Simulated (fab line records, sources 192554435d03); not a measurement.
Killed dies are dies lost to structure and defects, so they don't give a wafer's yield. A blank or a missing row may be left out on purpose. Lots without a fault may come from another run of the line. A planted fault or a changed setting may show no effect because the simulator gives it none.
Which tool did it? | flow n5_finfet | 7 lots, 21 wafers sampled, at 5 steps of a route of 1938

WHAT THE GAUGES READ, wafer by wafer
N5_SD_EPI_N_INSPECT_26: inspects for defects (darkfield).
lot  | measured    | on                | raw_defect_count
L130 | day 3 05:43 | defect_inspect-02 | 215 192 243
L134 | day 4 05:08 | defect_inspect-01 | 253 134 177
L136 | day 4 17:40 | defect_inspect-02 | 511 573 445
L137 | day 5 01:28 | defect_inspect-01 | 507 440 464
L138 | day 5 08:22 | defect_inspect-02 | 181 270 220
L146 | day 7 04:14 | defect_inspect-02 | 181 189 182
L147 | day 7 11:48 | defect_inspect-01 | 187 167 167

WHICH TOOL RAN EACH LOT (tool, then ch and the chambers of the sampled wafers, then the start)
lot  | N5_DUMMY_GATE_STRIP_48            | N5_SD_EPI_N_ETCHBACK_44           | N5_SD_EPI_N_ETCH_45               | N5_SD_EPI_N_ETCH_16
L130 | rie_diel-06 ch 0,2, day 3 00:35   | rie_diel-01 ch 0,1, day 3 02:09   | rie_diel-01 ch 0,1, day 3 02:15   | rie_diel-01 ch 0,1, day 3 02:21
L134 | rie_diel-05 ch 0,1,2, day 3 23:47 | rie_diel-01 ch 2,3, day 4 01:35   | rie_diel-01 ch 2,3, day 4 01:41   | rie_diel-01 ch 2,3, day 4 01:47
L136 | rie_diel-06 ch 0,2,3, day 4 11:14 | rie_diel-01 ch 0,2,3, day 4 13:01 | rie_diel-01 ch 0,2,3, day 4 13:07 | rie_diel-01 ch 0,2,3, day 4 13:13
L137 | rie_diel-05 ch 0,1,2, day 4 16:50 | rie_diel-01 ch 0,1,2, day 4 21:52 | rie_diel-01 ch 0,1,2, day 4 21:58 | rie_diel-01 ch 0,1,2, day 4 22:04
L138 | rie_diel-05 ch 1,2,3, day 5 01:36 | rie_diel-03 ch 0,2,3, day 5 04:46 | rie_diel-03 ch 0,2,3, day 5 04:52 | rie_diel-03 ch 0,2,3, day 5 04:58
L146 | rie_diel-05 ch 1,2,3, day 6 22:59 | rie_diel-04 ch 1,2,3, day 7 00:42 | rie_diel-04 ch 1,2,3, day 7 00:48 | rie_diel-04 ch 1,2,3, day 7 00:54
L147 | rie_diel-02 ch 0,3, day 7 04:53   | rie_diel-04 ch 1,2,3, day 7 07:14 | rie_diel-04 ch 1,2,3, day 7 07:20 | rie_diel-04 ch 1,2,3, day 7 07:26
- N5_DUMMY_GATE_STRIP_48: strips in N2/H2, time 20 s.
- N5_SD_EPI_N_ETCHBACK_44: etches SiNx in CH3F/O2, stops on SiO2, target depth 14.5 nm.
- N5_SD_EPI_N_ETCH_45: etches SiOCN in CH3F/O2, target depth 6 nm.
- N5_SD_EPI_N_ETCH_16: etches SiO2 in CHF3/O2, target depth 5 nm.

THE ANSWER, worked out from the rows above alone
Rule: what is usual is taken from the lots themselves. Put in order of their means at a reading, lots are off if they are a third of the lots or fewer, leave a main group of 4 or more, and stand apart from it by a gap of 3 or more times the standard deviation of the main group's means; of several such gaps the widest counts. A main group whose means are all the same, to the digits that the tables above print for the reading, isn't used. A lot without any number at a reading at which 4 lots or more have one is off too. The other lots that the step has rows for count as sound.
Off: L136, L137, at N5_SD_EPI_N_INSPECT_26 (raw_defect_count). The main group: mean 197, standard deviation 19.
A tool fits if, at a process step before that reading, it ran every lot that is off, and no sound lot after the first of them. The gauges at N5_SD_EPI_N_INSPECT_26 are tried like those tools. One fits: rie_diel-01 at N5_SD_EPI_N_ETCHBACK_44 and N5_SD_EPI_N_ETCH_45 and N5_SD_EPI_N_ETCH_16. At N5_SD_EPI_N_ETCHBACK_44 its last sound lot is L134 (day 4 01:35), its first lot that is off L136 (day 4 13:01): a fault that began between those two fits.

WHAT THE SIMULATOR HAD PUT IN
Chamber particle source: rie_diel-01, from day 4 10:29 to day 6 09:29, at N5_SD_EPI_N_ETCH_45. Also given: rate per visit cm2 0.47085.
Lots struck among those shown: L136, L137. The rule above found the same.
